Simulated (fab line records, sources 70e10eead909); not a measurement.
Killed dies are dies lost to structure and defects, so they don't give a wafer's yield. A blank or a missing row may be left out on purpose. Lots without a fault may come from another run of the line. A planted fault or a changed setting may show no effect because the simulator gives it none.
Problem report in the 8D (eight disciplines) form, filled by code | flow nand_harc | the parts of the form that need people (team, actions taken, sign-off) are left out

1. THE PROBLEM
killed_at_periphery at NHARC_END_SORT_01 reads a mean of 103.5 on 2 wafers of 2 lots; wafers without a fault read 2.9 with a standard deviation of 1.7. That is +59 standard deviations from the usual mean.
First seen on wafer L460.5, day 21 12:04, on prober-01. The record holds 6 wafers of 2 lots with a number at this step. Rule for "out", or "out of limits": more than 4 standard deviations from the usual mean. The other wafers with a number count as sound.

2. WHAT IT IS AND WHAT IT IS NOT
question                    | is                                                                                                                  | is not
which readings at this step | killed_at_periphery, defect_limited_yield, killed_dies, sort_bin_2_pct, sort_bin_3_pct, sort_n_pass, sort_yield_pct | killed_at_array, killed_at_other, sort_rim_yield_pct
which lots                  | L460, L461                                                                                                          | -
which wafers of those lots  | L460.5, L461.5                                                                                                      | L460.2, L460.6, L461.1, L461.4
read on which gauges        | prober-01, prober-02                                                                                                | -
when                        | from day 21 12:04                                                                                                   | up to then (3 sound wafers); but 1 sound wafer of L460 came after

3. SUSPECTS, AND WHAT RULES EACH OUT
Counting: a tool at a process step up to the reading stays a suspect if it ran every lot that is out. Sound lots after the first of them don't rule it out here, since some wafers of a struck lot are sound.
- the gauge at NHARC_END_SORT_01: ruled out. The wafers that are out were read on 2 gauges (prober-01, prober-02).
- rie_diel-13 at NHARC_P_BONDPAD_ETCH_37 (etches the open film in N2/H2, target depth 60 nm, overetch 18 nm, time 65.91 s): kept. It ran every lot that is out, first L460 (day 8 18:14).
- Within rie_diel-13 at NHARC_P_BONDPAD_ETCH_37: the wafers that are out ran in chamber 1; their sound lot-mates ran in chambers 0, 2.
Left after counting: rie_diel-13 at NHARC_P_BONDPAD_ETCH_37.

4. THE CAUSE (what the simulator had put in)
Chamber particle source: rie_diel-13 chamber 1, from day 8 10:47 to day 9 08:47, at NHARC_P_BONDPAD_ETCH_37. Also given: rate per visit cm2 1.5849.
Counting left only this tool.

5. THE CHAIN OF EFFECTS, in route order
Each row: a reading whose mean over the struck wafers that have a number lies more than 3 standard deviations from the usual. Only readings for which the record gives a usual standard deviation are gone through. hours: the time from each lot's start at the first step in this table that gives one to its start at this step, as a median over the lots. sigmas: the change in usual standard deviations.
hours | step              | reading              | usual  | on struck wafers | change | sigmas
0     | NHARC_END_SORT_01 | defect_limited_yield | 96.0 % | 80.8             | -15.2  | -12
0     | NHARC_END_SORT_01 | killed_at_periphery  | 2.9    | 103.5            | +100.6 | +59
0     | NHARC_END_SORT_01 | killed_dies          | 27     | 130              | +102   | +12
0     | NHARC_END_SORT_01 | sort_bin_2_pct       | 1.3 %  | 8.6              | +7.3   | +13
0     | NHARC_END_SORT_01 | sort_bin_3_pct       | 0.19 % | 4.65             | +4.46  | +25
0     | NHARC_END_SORT_01 | sort_bin_4_pct       | 2.6 %  | 5.9              | +3.3   | +4.0
0     | NHARC_END_SORT_01 | sort_n_pass          | 650    | 548              | -102   | -12
0     | NHARC_END_SORT_01 | sort_yield_pct       | 96.0 % | 80.8             | -15.2  | -12

6. WHAT WOULD HAVE CAUGHT IT SOONER
In this record the first reading out of limits at a measuring or inspecting step was taken at day 21 12:04, 313 hours after the fault began at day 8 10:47.
Of the tool readings at NHARC_P_BONDPAD_ETCH_37 for which the record gives a usual standard deviation, none was out on any struck wafer, so an alarm limit of 4 standard deviations on them would not have fired.
All the lots that are out (2) had begun NHARC_P_BONDPAD_ETCH_37 on rie_diel-13 by day 21 12:04. A hold on the tool at that time would have spared none of them.
